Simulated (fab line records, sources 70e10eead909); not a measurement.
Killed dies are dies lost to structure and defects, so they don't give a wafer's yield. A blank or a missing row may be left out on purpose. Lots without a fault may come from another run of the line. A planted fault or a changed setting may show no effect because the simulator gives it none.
Which tool did it? | flow nand_harc | 7 lots, 21 wafers sampled, at 3 steps of a route of 1302

WHAT THE GAUGES READ, wafer by wafer
NHARC_A_ONON_D2_THK_MEAS_05: measures by ellipsometry.
lot  | measured     | on            | thk_nm (nm)
L601 | day 13 05:33 | film_metro-02 | 987 989 986
L603 | day 13 21:23 | film_metro-02 | 1000 1000 1000
L607 | day 15 04:49 | film_metro-01 | 1010 1009 1008
L611 | day 16 20:57 | film_metro-01 | 707 707 705
L617 | day 19 02:52 | film_metro-01 | 1003 1003 1004
L620 | day 21 05:33 | film_metro-02 | 1007 1004 1009
L622 | day 22 00:08 | film_metro-02 | 988 989 988

WHICH TOOL RAN EACH LOT (tool, then ch and the chambers of the sampled wafers, then the start)
lot  | NHARC_A_CHANNEL_FILL_D1_STRIP_28   | NHARC_A_ONON_D2_DEP_03
L601 | rie_diel-01 ch 0,1, day 10 13:16   | pecvd_onon-02 ch 0, day 13 05:09
L603 | rie_diel-01 ch 0,1,2, day 11 02:17 | pecvd_onon-01 ch 0, day 13 20:59
L607 | rie_diel-08 ch 0,2,3, day 12 17:20 | pecvd_onon-02 ch 0, day 15 04:18
L611 | rie_diel-05 ch 0,1,3, day 14 09:11 | pecvd_onon-02 ch 0, day 16 20:26
L617 | rie_diel-01 ch 0,3, day 16 16:53   | pecvd_onon-01 ch 0, day 19 02:25
L620 | rie_diel-05 ch 1,3, day 18 17:39   | pecvd_onon-03 ch 0, day 21 05:05
L622 | rie_diel-01 ch 0,3, day 19 05:01   | pecvd_onon-03 ch 0, day 21 23:41
- NHARC_A_CHANNEL_FILL_D1_STRIP_28: strips in O2, time 20 s.
- NHARC_A_ONON_D2_DEP_03: target thk 1000 nm.

THE ANSWER, worked out from the rows above alone
Rule: what is usual is taken from the lots themselves. Put in order of their means at a reading, lots are off if they are a third of the lots or fewer, leave a main group of 4 or more, and stand apart from it by a gap of 3 or more times the standard deviation of the main group's means; of several such gaps the widest counts. A main group whose means are all the same, to the digits that the tables above print for the reading, isn't used. A lot without any number at a reading at which 4 lots or more have one is off too. The other lots that the step has rows for count as sound.
Off: L611, at NHARC_A_ONON_D2_THK_MEAS_05 (thk_nm). The main group: mean 999 nm, standard deviation 8.4.
A tool fits if, at a process step before that reading, it ran every lot that is off, and no sound lot after the first of them. The gauges at NHARC_A_ONON_D2_THK_MEAS_05 are tried like those tools. One fits: pecvd_onon-02 at NHARC_A_ONON_D2_DEP_03. Its last sound lot is L607 (day 15 04:18), its first lot that is off L611 (day 16 20:26): a fault that began between those two fits.

WHAT THE SIMULATOR HAD PUT IN
Process parameter drift: pecvd_onon-02, from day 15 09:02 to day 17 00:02, at NHARC_A_ONON_D2_DEP_03. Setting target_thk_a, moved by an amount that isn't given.
Lots struck among those shown: L611. The rule above found the same.
